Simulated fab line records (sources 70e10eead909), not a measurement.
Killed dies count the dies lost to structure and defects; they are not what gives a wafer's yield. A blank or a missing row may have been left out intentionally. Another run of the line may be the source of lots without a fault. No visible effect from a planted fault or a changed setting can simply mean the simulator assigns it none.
Matching of chambers :: flow nand harc :: rie si-04 running NHARC_P_GATE_ETCH_32: 4 sister chambers
The step etches the open film in HBr/Cl2, target depth 150 nm, time 100.1 s. 4 wafers are shown with their chamber, then 8 later ones without.

== EACH WAFER AND ITS CHAMBER ==
wafer: L082.1
chamber: 1
drypump motor current A (A): 6.2

wafer: L082.3
chamber: 2
drypump motor current A (A): 6.2

wafer: L082.5
chamber: 0
drypump motor current A (A): 5.5

wafer: L088.3
chamber: 3
drypump motor current A (A): 4.9

== WAFERS WITH NO CHAMBER GIVEN ==
wafer: L088.4
drypump motor current A (A): 5.6

wafer: L088.6
drypump motor current A (A): 4.9

wafer: L090.1
drypump motor current A (A): 4.8

wafer: L090.2
drypump motor current A (A): 5.5

wafer: L090.3
drypump motor current A (A): 6.2

wafer: L094.1
drypump motor current A (A): 4.8

wafer: L094.3
drypump motor current A (A): 5.5

wafer: L094.5
drypump motor current A (A): 5.5

== EACH ONE'S CHAMBER ==
wafer: L088.4
from the rows above: 0
in truth: 0

wafer: L088.6
from the rows above: 3
in truth: 3

wafer: L090.1
from the rows above: 3
in truth: 3

wafer: L090.2
from the rows above: 0
in truth: 0

wafer: L090.3
from the rows above: can't be placed: 1 or 2
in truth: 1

wafer: L094.1
from the rows above: 3
in truth: 3

wafer: L094.3
from the rows above: 0
in truth: 0

wafer: L094.5
from the rows above: 0
in truth: 0
Placed correctly: 7 of 8. From these rows, 1 cannot be placed; in 1 the true chamber is one of the candidates. 0 placed wrongly.
How it was worked out, from the rows above alone: a wafer's distance from a chamber is the root of the sum, over the readings, of the square of ((its reading less the chamber's mean) divided by the reading's scatter). The wafer belongs to the nearest chamber; if the next one is less than 2 further off, it can't be placed. Each chamber's mean is taken over the wafers shown for it. The scatter: with one shown wafer a chamber, the root of the mean of the squares of how far each hidden wafer lies from its nearest shown one.
